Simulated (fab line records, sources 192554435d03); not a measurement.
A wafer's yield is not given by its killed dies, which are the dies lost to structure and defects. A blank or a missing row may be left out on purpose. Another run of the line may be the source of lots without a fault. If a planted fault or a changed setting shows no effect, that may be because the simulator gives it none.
Which tool did it? ; flow n5_finfet ; 10 lots, 30 wafers sampled, at 1 step of a route of 1938

WHAT THE GAUGES READ, wafer by wafer
N5_BEOL_M4_RC_MEAS_101. Usual: DIBL_N 36.1 mV/V, standard deviation 1.6; DIBL_P 35.7 mV/V, standard deviation 1.8; IOFF_N 0.159 nA/um, standard deviation 0.027; IOFF_P 0.21 nA/um, standard deviation 0.03; ION_N 673 uA/um, standard deviation 10; ION_P 462 uA/um, standard deviation 7.4; SS_N 71.4 mV/dec, standard deviation 0.56; SS_P 73.2 mV/dec, standard deviation 0.61; VT_N 249.7 mV, standard deviation 3; VT_P -250 mV, standard deviation 3.1.
lot;measured;on;DIBL_N (mV/V);DIBL_P (mV/V);IOFF_N (nA/um);IOFF_P (nA/um);ION_N (uA/um);ION_P (uA/um);SS_N (mV/dec);SS_P (mV/dec);VT_N (mV);VT_P (mV);flag
L516;day 8 03:34;prober-01;37.4 34.4 35.2;38.9 35.6 35.5;0.206 0.145 0.154;0.25 0.19 0.19;692 676 664;463 462 451;72.8 71.5 71.9;74.3 73.1 72.6;244.1 248.1 248.0;-251 -254 -255;
L519;day 8 17:10;prober-02;37.9 36.6 39.2;37.4 35.8 38.7;0.156 0.136 0.189;0.19 0.18 0.24;664 662 678;448 451 458;71.6 71.7 72.0;73.6 73.1 73.8;252.5 253.1 248.9;-253 -254 -251;
L521;day 9 06:56;prober-02;36.3 36.4 36.9;36.8 36.8 38.2;0.176 0.164 0.171;0.18 0.18 0.22;673 676 683;447 449 455;72.0 72.0 72.6;73.6 73.6 73.5;248.2 250.7 250.2;-254 -252 -252;
L525;day 10 11:17;prober-02;37.7 37.4 36.4;36.6 37.4 35.7;0.169 0.162 0.149;0.22 0.24 0.21;674 676 675;460 470 462;71.1 71.4 71.5;73.6 72.9 73.1;249.1 249.4 248.8;-251 -247 -248;
L526;day 10 17:29;prober-02;35.6 35.1 37.0;36.0 35.4 37.4;0.159 0.149 0.190;0.20 0.19 0.23;684 673 678;463 459 464;71.0 71.8 71.6;73.1 72.8 73.9;247.0 249.9 246.2;-251 -251 -249;
L527;day 10 21:25;prober-01;38.7 37.7 36.6;37.3 36.7 34.5;0.185 0.170 0.151;0.24 0.22 0.19;683 676 654;466 463 450;71.8 71.8 71.3;73.4 74.3 73.6;248.5 249.2 253.6;-250 -248 -251;
L535;day 13 17:08;prober-01;34.9 35.7 36.4;34.5 36.9 37.7;0.122 0.148 0.163;0.17 0.21 0.21;666 683 683;455 467 465;71.1 70.8 71.6;73.3 73.6 73.8;253.6 250.6 250.1;-252 -250 -251;
L517;day 13 19:43;prober-02;35.2 34.6 35.8;36.1 35.4 36.3;0.172 0.143 0.170;0.23 0.23 0.24;691 664 680;479 471 468;71.9 71.3 71.6;73.7 73.3 74.1;247.3 251.2 250.4;-247 -246 -246;
L538;day 14 16:55;prober-02;34.9 40.0 37.2;33.0 39.2 35.1;0.124 0.210 0.147;0.19 0.30 0.23;667 684 675;465 473 478;70.6 71.4 70.6;72.9 75.1 73.6;250.1 246.3 249.8;-249 -246 -248;
L537;day 15 05:43;prober-01;35.2 34.7 36.7;34.8 33.7 36.9;0.156 0.139 0.201;0.22 0.20 0.26;662 670 694;460 468 482;71.1 70.9 71.0;73.1 72.1 73.1;247.2 251.6 243.3;-244 -245 -242;

WHAT TOOL EACH LOT RAN ON (gives the tool, then ch and the chambers of the sampled wafers, and finally the start)
The record holds no process step before these readings.

WHAT THE TOOLS THEMSELVES READ (means of the sampled wafers that have a number; where no wafer has one, the mark that the record gives instead)
The record holds no such reading with a usual standard deviation.

THE ANSWER, worked out from the rows above alone
Rule: a lot is off if the mean of its wafers that have a number lies more than 3 standard deviations from the usual mean. Also off: a lot with no number at a reading for which 4 or more lots have one. Where the step has rows for the other lots, those lots are counted as sound. First the gauges in route order, then the tools' own readings, where a lot's mean is used as printed above. The first step at which some lot is off is used, and at that step the reading that is off furthest; a lot without a number counts as furthest.
No lot is off at any reading shown: from this, nothing can be told.

WHAT THE SIMULATOR PUT IN
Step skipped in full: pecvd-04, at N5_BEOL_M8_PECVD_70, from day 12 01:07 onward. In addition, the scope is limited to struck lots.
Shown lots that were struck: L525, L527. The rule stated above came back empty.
